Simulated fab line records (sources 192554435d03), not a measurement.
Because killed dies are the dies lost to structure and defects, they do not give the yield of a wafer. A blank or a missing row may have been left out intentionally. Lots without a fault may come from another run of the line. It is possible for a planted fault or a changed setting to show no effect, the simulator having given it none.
Problem report in the 8D (eight disciplines) form, filled by code	flow n5Finfet	the parts of the form that need people (team, actions taken, sign-off) are left out

## 1. WHAT WENT WRONG
Mean of biasW at N5_BEOL_M5_VIA_ETCH_34: 146.4 W across 3 wafers in 2 lots; on wafers with no fault it is 185.0 W (standard deviation 0.51). That puts it -76 standard deviations away from the usual mean.
The step: etches SiCOH lowk in C4F6/O2, target depth 88.3 nm, time 39.2 s.
Earliest sighting: wafer L313.3 on rieDiel-02 at day 12 06:07. Wafers with a number at this step in the record: 28, from 10 lots. Rule for "out" (also "out of limits"): further than 4 standard deviations from the usual mean. The other wafers with a number count as sound.

## 2. WHAT IT IS; WHAT IT IS NOT
question	is	is not
which readings at this step	biasW, rfVppV	drypumpMotorCurrentA, oesProductAu, showerheadPlenumPTorr, throttleValvePct
which lots	L313, L316	L304, L305, L319, L321, L322, L324, L325, L326
which wafers of those lots	L313.3, L313.6, L316.1	L313.4, L316.4, L316.5
read on which tools	rieDiel-02	rieDiel-01, rieDiel-05
when	from day 12 06:07	up to then (6 sound wafers); but 19 sound wafers of L316, L319, L321, L322, L324, L325, L326 came after

## 3. SUSPECTS, AND WHAT RULES EACH OUT
Counting: if a tool at a process step up to the reading ran every lot that is out, it stays a suspect. Sound lots after the first of them don't rule it out here, since some wafers of a struck lot are sound.
- rieDiel-02 at N5_BEOL_M5_STRIP_64 (strips in CF4): kept. It ran every lot that is out, first L313 (day 12 04:10).
- rieDiel-02 at N5_BEOL_M5_ETCH_67 (etches SiARC in CF4, target depth 15.6 nm, time 26 s): kept. Every lot that is out went through it, the first being L313 (day 12 05:59); the last sound lot it ran before that was L304 (day 9 22:59).
- rieDiel-02 at N5_BEOL_M5_VIA_ETCH_34 (etches SiCOH lowk in C4F6/O2, target depth 88.3 nm, time 39.2 s): kept. Every lot that is out went through it, the first being L313 (day 12 06:07); the last sound lot it ran before that was L304 (day 9 23:07). Its own readings are out on those wafers: biasW, rfVppV.
- Within rieDiel-02 at N5_BEOL_M5_ETCH_67, the wafers that are out were processed in chamber 1 and their sound lot-mates in chamber 3.
- Within rieDiel-02 at N5_BEOL_M5_VIA_ETCH_34, the wafers that are out were processed in chamber 1 and their sound lot-mates in chamber 3.
Left after counting: rieDiel-02 at N5_BEOL_M5_STRIP_64, rieDiel-02 at N5_BEOL_M5_ETCH_67, rieDiel-02 at N5_BEOL_M5_VIA_ETCH_34.

## 4. THE CAUSE (what the simulator had put in)
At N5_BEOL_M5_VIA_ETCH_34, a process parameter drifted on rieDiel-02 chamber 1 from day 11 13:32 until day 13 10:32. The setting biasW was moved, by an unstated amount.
This tool is one of the 3 suspects left after counting.

## 5. SEQUENCE OF EFFECTS, ordered by route
Each row: a reading where the mean over the struck wafers with a number is more than 3 standard deviations away from the usual. Readings are gone through only where the record gives a usual standard deviation; hours: the median, over the lots, of the time from a lot's start at the first step in this table giving one to that lot's start at this step; sigmas: the change measured in usual standard deviations.
hours	step	reading	usual	on struck wafers	change	sigmas
0	N5_BEOL_M5_VIA_ETCH_34	biasW	185.0 W	146.4	-38.6	-76
0	N5_BEOL_M5_VIA_ETCH_34	rfVppV	670 V	559	-111	-10
Here are the process steps it includes:
- N5_BEOL_M5_VIA_ETCH_34: etches SiCOH lowk in C4F6/O2, target depth 88.3 nm, time 39.2 s.

## 6. WHAT WOULD HAVE CAUGHT IT SOONER
In this record no reading fell out of limits until day 12 06:07, 17 hours after the fault had begun at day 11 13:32.
